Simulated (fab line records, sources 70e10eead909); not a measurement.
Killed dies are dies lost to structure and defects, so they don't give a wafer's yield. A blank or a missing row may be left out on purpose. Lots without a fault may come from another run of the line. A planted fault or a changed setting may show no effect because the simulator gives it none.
Chamber matching | flow nand_harc | NHARC_A_M0_PRE_CLEAN_31 on pecvd-03: 3 sister chambers
The step time 12 s. 14 wafers are shown with their chamber, then 7 later ones without.

WAFERS WITH THEIR CHAMBER
wafer  | chamber | heater_power_w (W) | heater_power_outer_w (W)
L074.1 | 0       | 540                | 310
L074.2 | 1       | 647                | 356
L074.5 | 2       | 598                | 374
L080.3 | 0       | 530                | 308
L080.4 | 0       | 526                | 316
L080.6 | 2       | 607                | 364
L085.1 | 0       | 515                | 292
L085.2 | 1       | 560                | 302
L085.3 | 2       | 579                | 358
L094.1 | 2       | 488                | 285
L094.2 | 1       | 596                | 330
L094.6 | 2       | 507                | 282
L093.3 | 2       | 549                | 314
L093.4 | 2       | 555                | 318

SIGNATURES (means of the wafers above)
reading              | chamber 0 | chamber 1 | chamber 2 | scatter within a chamber
heater_power_w       | 527.75    | 601.00    | 554.71    | 38.3
heater_power_outer_w | 306.50    | 329.33    | 327.86    | 30.7
Rule: a wafer's distance from a chamber is the root of the sum, over the readings, of the square of ((its reading less the chamber's mean) divided by the reading's scatter). The wafer belongs to the nearest chamber; if the next one is less than 2 further off, it can't be placed. The scatter: the root of (the sum of the squares of (reading less its chamber's mean) over the shown wafers, divided by (wafers less chambers)).

WAFERS WITHOUT THEIR CHAMBER
wafer  | heater_power_w (W) | heater_power_outer_w (W)
L093.6 | 583                | 321
L097.2 | 542                | 290
L097.4 | 544                | 283
L097.6 | 511                | 294
L096.2 | 551                | 285
L096.3 | 552                | 330
L096.6 | 563                | 334

WHICH CHAMBER EACH WENT THROUGH
wafer  | from the rows above          | in truth
L093.6 | can't be placed: 1 or 2 or 0 | 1
L097.2 | can't be placed: 0 or 2 or 1 | 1
L097.4 | can't be placed: 0 or 2 or 1 | 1
L097.6 | can't be placed: 0 or 2      | 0
L096.2 | can't be placed: 0 or 2 or 1 | 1
L096.3 | can't be placed: 2 or 0 or 1 | 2
L096.6 | can't be placed: 2 or 1 or 0 | 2
Placed correctly: 0 of 7. Can't be placed from these rows: 7 (the true chamber is among the candidates in 7). Placed wrongly: 0.
